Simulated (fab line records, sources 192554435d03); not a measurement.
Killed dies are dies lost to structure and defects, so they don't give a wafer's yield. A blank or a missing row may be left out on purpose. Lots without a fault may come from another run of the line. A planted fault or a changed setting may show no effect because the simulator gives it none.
A struck lot beside a sound one | flow n5_finfet | 36 steps out of a route of 1938
Sound: wafers L388.1, L388.4, L388.5. Struck: wafer L391.5. (L391.3, L391.4 of the same lot were not struck and are left out.) The cause comes at the end.
At each step with rows: each side's tool, then ch and its chambers, then its first start. Under that, the readings that differ: sound wafers | struck wafers | difference of the means | sigmas: that difference in standard deviations of wafers without a fault.
alike: readings whose means differ by less than 2 such deviations, and words and numbers that are the same on both sides. not compared: withheld readings, readings that some wafer has no value for, bounds like >300 that may hide the same value, and numbers for which the record gives no deviation and whose values overlap.
The two part at a step that has a row with sigmas, a row that says differs or no value, or rows on one side only. Numbers that don't overlap but have no deviation are shown without sigmas and don't part them. A reading that every wafer of one side lacks parts them only if that side has two wafers or more.

first, 3 steps without rows for these wafers: N5_BEOL_M3_SPUTTER_90 (material Cu, target thk 4.5 nm, time 8.29 s); N5_BEOL_M3_ANNEAL_91 (time 240 s); N5_BEOL_M3_SPUTTER_92 (material Cu, target thk 4.5 nm, time 8.29 s).
N5_BEOL_M3_ANNEAL_93: time 240 s.
  sound on pvd_sputter-03, day 8 13:01; struck on pvd_sputter-03, day 9 12:19
  alike: heater_power_w, susceptor_temp_C_max
then, 6 steps without rows for these wafers: N5_BEOL_M3_SPUTTER_94 (material Cu, target thk 4.5 nm, time 8.29 s); N5_BEOL_M3_ANNEAL_95 (time 240 s); N5_BEOL_M3_SPUTTER_96 (material Cu, target thk 4.5 nm, time 8.29 s); N5_BEOL_M3_ECD_50 (material Cu, target thk 300 nm); N5_BEOL_M3_ANNEAL_51 (time 90 s); N5_BEOL_M3_CMP_52 (polishes, stops on SiOC, t overpolish 6.8 s, target thk 40 nm).
N5_BEOL_M3_THK_MEAS_53: measures by xrf.
  sound on film_metro-02, day 8 14:09; struck on film_metro-01, day 9 13:28
  alike: M3_THK
then, 1 step without rows for these wafers: N5_BEOL_M3_PRE_CLEAN_60 (time 15 s).
N5_BEOL_M3_CO_CAP_55: material Co, precursor CCTBA/H2, target thk 2 nm, time 102.1 s.
  sound on cvd_co-02 ch 0,1, day 8 14:14; struck on cvd_co-01 ch 2, day 9 13:32
  alike: heater_power_outer_w, heater_power_w
then, 1 step without rows for these wafers: N5_BEOL_M3_PRE_CLEAN_56 (time 15 s).
N5_BEOL_M3_DEP_57: deposits SiCN from 3MS/NH3, target thk 8 nm, time 14 s.
  sound on pecvd-01 ch 0,1, day 8 14:21; struck on pecvd-03 ch 2, day 9 13:39
  alike: showerhead_plenum_p_Torr, throttle_valve_pct
N5_BEOL_M3_RS_MEAS_58: measures by four-point-probe.
  sound on film_metro-02, day 8 14:25; struck on film_metro-02, day 9 13:43
  alike: M3_RS
N5_BEOL_M3_INSPECT_59: inspects for defects (darkfield).
  sound on defect_inspect-02, day 8 14:26; struck on defect_inspect-01, day 9 13:45
  reading          | sound      | struck | difference | sigmas
  raw_defect_count | 123 95 104 | 890    | +783       | +33
N5_BEOL_M4_ILD_DEP_00: deposits SiOC from DEMS/O2, target thk 79 nm, time 15.3 s.
  sound on pecvd-01 ch 0,1,2, day 8 14:29; struck on pecvd-01 ch 1, day 9 13:47
  alike: heater_power_outer_w, heater_power_w, showerhead_plenum_p_Torr, throttle_valve_pct
N5_BEOL_M4_THK_MEAS_01:
  sound on film_metro-02, day 8 14:32; struck on film_metro-02, day 9 13:51
  alike: M4_ILD_THK
N5_BEOL_M4_PECVD_72: deposits SiO2 from TEOS/O2, target thk 16 nm, time 18 s.
  sound on pecvd-04 ch 0,1,2, day 8 14:35; struck on pecvd-02 ch 0, day 9 13:54
  alike: heater_power_outer_w, heater_power_w, showerhead_plenum_p_Torr, throttle_valve_pct
then, 10 steps without rows for these wafers: N5_BEOL_M4_HM_DEP_02 (deposits TiN, target thk 20 nm); N5_BEOL_M4_COAT_61 (time 60 s, resist thk 60 nm); N5_BEOL_M4_COAT_62 (time 60 s, resist thk 12 nm); N5_BEOL_M4_COAT_73 (time 60 s, resist thk 5 nm); N5_BEOL_M4_COAT_05 (resist thk 30 nm); N5_BEOL_M4_EBR_07; N5_BEOL_M4_SOFTBAKE_06 (time 60 s); N5_BEOL_M4_EXPOSE_08 (exposes mask M4); N5_BEOL_M4_PEB_09 (peb time 60 s); N5_BEOL_M4_DEVELOP_10 (develop time 30 s).
N5_BEOL_M4_CD_MEAS_11: target cd 16.79 nm.
  sound on cd_sem-03 ch 0, day 8 15:56; struck on cd_sem-02 ch 0, day 9 17:10
  alike: cd_nm
N5_BEOL_M4_OVL_MEAS_12:
  sound on overlay-01 ch 0, day 8 15:58; struck on overlay-01 ch 0, day 9 17:12
  alike: M4_OVL
N5_BEOL_M4_INSPECT_13: inspects for defects (brightfield).
  sound on defect_inspect-01, day 8 16:02; struck on defect_inspect-01, day 9 17:15
  reading          | sound       | struck | difference | sigmas
  raw_defect_count | 520 453 387 | 1205   | +752       | +8
N5_BEOL_M4_DESCUM_16: chemistry O2, time 7 s.
  sound on rie_diel-02 ch 1,2,3, day 8 16:04; struck on rie_diel-05 ch 2, day 9 17:19
  alike: drypump_motor_current_A, oes_product_au, rf_vpp_V, showerhead_plenum_p_Torr, throttle_valve_pct
  not compared: rf_hours_counter_h
N5_BEOL_M4_RC_MEAS_101:
  sound on prober-02 ch 0, day 9 18:14; struck on prober-02 ch 0, day 10 15:11
  reading        | sound             | struck | difference | sigmas
  IOFF_P (nA/um) | 0.184 0.183 0.165 | 0.238  | +0.061     | +2
  alike: DIBL_N, DIBL_P, IOFF_N, ION_N, ION_P, SS_N, SS_P, VT_N, VT_P
-- the record jumps here: 4 days lie between the struck wafers' starts before and after (it left off in module BEOL_M4 and takes up again in module PASSIVATION, whose first step shown is number 1936 of the route) --
N5_PASSIVATION_PROBE_49:
  the record has rows for the struck wafers here (prober-01, day 14 23:31) and none for the sound ones

WHERE THEY PART
First at N5_BEOL_M3_INSPECT_59; last, within this record, at N5_PASSIVATION_PROBE_49.

WHY: what the simulator had put in
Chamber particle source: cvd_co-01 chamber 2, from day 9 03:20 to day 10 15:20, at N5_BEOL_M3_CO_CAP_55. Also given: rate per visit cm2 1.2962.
